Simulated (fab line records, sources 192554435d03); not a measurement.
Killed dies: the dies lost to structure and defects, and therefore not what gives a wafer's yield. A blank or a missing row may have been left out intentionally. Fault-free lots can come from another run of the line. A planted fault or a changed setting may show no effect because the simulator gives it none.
Which tool did it? | flow n5_finfet | 24 lots, 72 wafers sampled, at 5 steps of a route of 1938

== WHAT THE GAUGES SHOWED, per wafer ==
N5_BEOL_M11_CD_MEAS_18: pitch 140 nm, target cd 70 nm.
lot  | measured     | on        | cd_nm (nm)
L076 | day 12 03:39 | cd_sem-01 | 70.5 70.3 70.0
L078 | day 12 15:27 | cd_sem-02 | 70.5 70.4 69.0
L074 | day 12 19:34 | cd_sem-02 | 70.3 69.3 70.2
L077 | day 12 23:22 | cd_sem-01 | 69.9 70.3 69.4
L079 | day 13 03:36 | cd_sem-03 | 69.2 70.0 69.2
L080 | day 13 03:59 | cd_sem-02 | 70.7 69.6 70.0
L075 | day 13 08:27 | cd_sem-03 | 70.1 70.1 70.7
L081 | day 13 20:40 | cd_sem-03 | 70.0 70.3 69.9
L083 | day 14 01:50 | cd_sem-02 | 68.6 69.4 68.4
L082 | day 14 06:27 | cd_sem-03 | 69.8 69.1 70.1
L086 | day 15 04:19 | cd_sem-01 | 70.1 70.2 69.6
L084 | day 15 08:48 | cd_sem-03 | 70.0 70.3 70.4
L085 | day 15 10:19 | cd_sem-01 | 70.2 69.2 70.0
L087 | day 15 13:56 | cd_sem-01 | 69.6 69.2 71.1
L089 | day 16 06:59 | cd_sem-02 | 69.1 69.8 70.0
L088 | day 16 07:02 | cd_sem-03 | 69.1 69.1 69.9
L091 | day 16 07:19 | cd_sem-03 | 69.9 69.9 70.2
L094 | day 16 11:15 | cd_sem-03 | 69.8 69.9 71.6
L090 | day 16 15:32 | cd_sem-02 | 69.9 70.6 70.4
L092 | day 16 22:00 | cd_sem-03 | 69.8 70.0 69.1
L093 | day 17 00:50 | cd_sem-02 | 70.1 69.2 69.5
L095 | day 18 07:29 | cd_sem-02 | 70.4 69.3 69.8
L096 | day 18 08:17 | cd_sem-01 | 70.6 69.9 70.5
L097 | day 19 03:28 | cd_sem-01 | 70.0 70.5 70.3

N5_BEOL_M11_OCD_MEAS_38.
lot  | measured     | on     | trench_depth_nm (nm)
L076 | day 12 04:38 | ocd-02 | 149.4 146.0 149.0
L078 | day 12 17:54 | ocd-01 | 150.5 149.2 148.3
L074 | day 12 22:22 | ocd-01 | 148.4 147.8 147.1
L077 | day 13 02:15 | ocd-01 | 146.7 149.6 148.2
L079 | day 13 04:47 | ocd-01 | 147.5 149.6 149.0
L080 | day 13 05:13 | ocd-01 | 147.4 147.9 149.8
L075 | day 13 11:44 | ocd-01 | 145.3 147.1 148.1
L081 | day 13 23:22 | ocd-01 | 151.5 150.6 150.4
L083 | day 14 05:33 | ocd-02 | 153.8 152.2 153.4
L082 | day 14 12:53 | ocd-01 | 149.1 146.7 149.4
L086 | day 15 05:56 | ocd-01 | 149.5 155.2 147.5
L084 | day 15 11:01 | ocd-01 | 148.3 143.3 149.4
L085 | day 15 13:44 | ocd-02 | 147.3 150.9 151.7
L087 | day 15 14:56 | ocd-02 | 151.8 150.4 147.8
L089 | day 16 10:09 | ocd-01 | 147.3 147.4 145.3
L088 | day 16 09:44 | ocd-02 | 149.1 148.9 147.3
L091 | day 16 11:16 | ocd-01 | 147.1 149.0 147.2
L094 | day 16 13:16 | ocd-01 | 155.6 153.6 148.3
L090 | day 16 16:40 | ocd-01 | 146.0 154.2 148.9
L092 | day 16 23:16 | ocd-01 | 153.7 152.1 151.0
L093 | day 17 03:58 | ocd-02 | 155.2 147.2 154.7
L095 | day 18 08:37 | ocd-02 | 145.2 146.0 152.3
L096 | day 18 09:21 | ocd-02 | 147.9 147.2 154.4
L097 | day 19 05:21 | ocd-01 | 147.9 146.6 146.9

N5_BEOL_M11_RS_MEAS_57: measurement is done with a four-point probe.
lot  | measured     | on            | M11_RS (ohm/sq)
L076 | day 12 07:34 | film_metro-02 | 0.150 0.154 0.152
L078 | day 12 20:31 | film_metro-02 | 0.149 0.149 0.152
L074 | day 13 01:10 | film_metro-02 | 0.150 0.152 0.152
L077 | day 13 05:11 | film_metro-01 | 0.151 0.149 0.150
L079 | day 13 08:08 | film_metro-02 | 0.152 0.150 0.151
L080 | day 13 08:18 | film_metro-02 | 0.154 0.152 0.147
L075 | day 13 14:10 | film_metro-01 | 0.153 0.153 0.148
L081 | day 14 01:46 | film_metro-02 | 0.146 0.149 0.149
L083 | day 14 08:07 | film_metro-01 | 0.145 0.146 0.145
L082 | day 14 16:25 | film_metro-02 | 0.150 0.154 0.150
L086 | day 15 09:30 | film_metro-02 | 0.151 0.144 0.152
L084 | day 15 15:44 | film_metro-01 | 0.150 0.157 0.151
L085 | day 15 19:59 | film_metro-02 | 0.153 0.148 0.148
L087 | day 15 19:43 | film_metro-01 | 0.148 0.148 0.152
L089 | day 16 12:59 | film_metro-02 | 0.154 0.153 0.155
L088 | day 16 12:41 | film_metro-01 | 0.151 0.152 0.151
L091 | day 16 13:34 | film_metro-01 | 0.154 0.150 0.152
L094 | day 16 16:01 | film_metro-01 | 0.143 0.147 0.153
L090 | day 16 20:05 | film_metro-01 | 0.156 0.146 0.150
L092 | day 17 01:47 | film_metro-01 | 0.146 0.146 0.147
L093 | day 17 07:02 | film_metro-02 | 0.144 0.153 0.144
L095 | day 18 11:27 | film_metro-02 | 0.154 0.154 0.146
L096 | day 18 12:26 | film_metro-02 | 0.152 0.152 0.144
L097 | day 19 08:22 | film_metro-01 | 0.151 0.154 0.153

N5_BEOL_M12_OVL_MEAS_11.
lot  | measured     | on         | V11_OVL (nm)
L076 | day 12 08:05 | overlay-02 | 7 1 6
L078 | day 13 06:34 | overlay-02 | -7 -5 -5
L074 | day 13 06:43 | overlay-02 | -19 -9 -18
L077 | day 13 06:45 | overlay-01 | -4 -12 -8
L079 | day 13 08:39 | overlay-01 | -8 -11 -10
L080 | day 13 08:50 | overlay-01 | -14 -12 -10
L075 | day 13 16:04 | overlay-02 | -7 -4 -13
L081 | day 14 02:17 | overlay-02 | 3 0 -6
L083 | day 14 08:46 | overlay-02 | -8 -3 -12
L082 | day 14 16:56 | overlay-02 | -2 -3 -10
L086 | day 15 10:02 | overlay-02 | 0 -2 2
L084 | day 15 16:23 | overlay-02 | -7 -3 -5
L085 | day 15 20:36 | overlay-02 | 8 -2 6
L087 | day 15 20:22 | overlay-01 | -4 -2 -9
L089 | day 16 13:38 | overlay-01 | -3 -5 -3
L088 | day 16 13:20 | overlay-02 | -3 2 -3
L091 | day 16 14:08 | overlay-02 | -2 0 -8
L094 | day 16 16:43 | overlay-01 | 1 4 4
L090 | day 16 20:40 | overlay-01 | 2 10 7
L092 | day 17 02:22 | overlay-01 | 3 0 5
L093 | day 17 07:41 | overlay-02 | -8 -9 -1
L095 | day 18 12:06 | overlay-02 | -5 1 0
L096 | day 18 12:58 | overlay-02 | -8 4 -3
L097 | day 19 09:01 | overlay-02 | -7 1 1

== WHAT TOOL EACH LOT RAN ON (gives the tool, then ch and the chambers of the sampled wafers, and finally the start) ==
lot  | N5_BEOL_M11_DESCUM_33
L076 | rie_diel-05 ch 0,1,2, day 12 04:09
L078 | rie_diel-05 ch 2,3, day 12 17:24
L074 | rie_diel-05 ch 0,2,3, day 12 21:51
L077 | rie_diel-04 ch 1,2, day 13 01:45
L079 | rie_diel-05 ch 1,3, day 13 04:17
L080 | rie_diel-04 ch 1,2,3, day 13 04:44
L075 | rie_diel-04 ch 0,2, day 13 11:15
L081 | rie_diel-05 ch 2,3, day 13 22:52
L083 | rie_diel-01 ch 0,1,2, day 14 05:04
L082 | rie_diel-05 ch 0,2,3, day 14 12:24
L086 | rie_diel-04 ch 0,2,3, day 15 05:26
L084 | rie_diel-05 ch 0,1,2, day 15 10:31
L085 | rie_diel-01 ch 2,3, day 15 13:15
L087 | rie_diel-01 ch 0,2,3, day 15 14:26
L089 | rie_diel-04 ch 0,1,2, day 16 09:39
L088 | rie_diel-05 ch 1,2,3, day 16 09:14
L091 | rie_diel-04 ch 0,2, day 16 10:46
L094 | rie_diel-01 ch 0,1,3, day 16 12:46
L090 | rie_diel-01 ch 1,2,3, day 16 16:11
L092 | rie_diel-05 ch 0,1,2, day 16 22:47
L093 | rie_diel-04 ch 0,3, day 17 03:28
L095 | rie_diel-04 ch 1,2,3, day 18 08:07
L096 | rie_diel-04 ch 1,2,3, day 18 08:52
L097 | rie_diel-04 ch 0,1, day 19 04:51
- N5_BEOL_M11_DESCUM_33: chemistry O2, time 7.9 s.

== AS READ BY THE TOOLS THEMSELVES (means over the sampled wafers that have a number; for cases with no such wafer, the mark the record gives instead) ==
N5_BEOL_M11_DESCUM_33.
lot  | tool        | drypump_motor_current_A (A) | oes_product_au (a.u.) | rf_vpp_V (V) | showerhead_plenum_p_Torr (Torr) | throttle_valve_pct (%)
L076 | rie_diel-05 | 5.4                         | 0.77                  | 243.6        | 2.13                            | 20.73
L078 | rie_diel-05 | 5.3                         | 0.77                  | 241.6        | 2.02                            | 20.53
L074 | rie_diel-05 | 5.1                         | 0.76                  | 242.8        | 2.07                            | 20.57
L077 | rie_diel-04 | 5.6                         | 0.80                  | 241.7        | 2.01                            | 20.46
L079 | rie_diel-05 | 5.3                         | 0.83                  | 243.4        | 2.09                            | 20.42
L080 | rie_diel-04 | 5.7                         | 0.75                  | 241.4        | 2.03                            | 20.56
L075 | rie_diel-04 | 5.7                         | 0.91                  | 241.6        | 2.03                            | 20.26
L081 | rie_diel-05 | 5.2                         | 0.79                  | 241.5        | 2.01                            | 20.39
L083 | rie_diel-01 | 5.8                         | 0.79                  | 244.4        | 2.14                            | 20.47
L082 | rie_diel-05 | 5.1                         | 0.74                  | 241.7        | 2.06                            | 20.57
L086 | rie_diel-04 | 5.7                         | 0.88                  | 242.0        | 2.03                            | 20.38
L084 | rie_diel-05 | 5.4                         | 0.74                  | 242.7        | 2.13                            | 20.76
L085 | rie_diel-01 | 5.5                         | 0.82                  | 243.3        | 2.08                            | 20.34
L087 | rie_diel-01 | 5.8                         | 0.82                  | 243.4        | 2.08                            | 20.40
L089 | rie_diel-04 | 5.7                         | 0.81                  | 242.7        | 2.01                            | 20.40
L088 | rie_diel-05 | 5.5                         | 0.78                  | 243.0        | 2.08                            | 20.59
L091 | rie_diel-04 | 5.7                         | 0.83                  | 242.2        | 2.02                            | 20.31
L094 | rie_diel-01 | 6.2                         | 0.88                  | 242.6        | 2.10                            | 20.34
L090 | rie_diel-01 | 5.9                         | 0.86                  | 243.5        | 2.10                            | 20.31
L092 | rie_diel-05 | 5.4                         | 0.84                  | 243.5        | 2.12                            | 20.64
L093 | rie_diel-04 | 5.8                         | 0.91                  | 242.8        | 2.05                            | 20.51
L095 | rie_diel-04 | 5.7                         | 0.80                  | 241.7        | 2.02                            | 20.51
L096 | rie_diel-04 | 5.7                         | 0.80                  | 242.3        | 2.02                            | 20.50
L097 | rie_diel-04 | 5.7                         | 0.80                  | 242.3        | 2.02                            | 20.57

== THE ANSWER, worked out from the rows above alone ==
Rule: the usual values come from the lots themselves. The widest of any qualifying gaps counts: lots, ordered by their means at a reading, are off when they make up no more than a third of the lots, leave a main group of 4 or more, and stand apart from it by 3 or more times the standard deviation of that group's means. A main group whose means are all the same, to the digits that the tables above print for the reading, isn't used. A lot without any number at a reading at which 4 lots or more have one is off too. Any other lot the step has rows for is counted as sound. First the gauges in route order, then the tools' own readings, where a lot's mean is used as printed above. At the first step where some lot is off, the reading lying furthest off is the one used; lots without a number count as furthest.
No lot is off at any reading shown: from this, nothing can be told.

== WHAT THE SIMULATOR PUT IN ==
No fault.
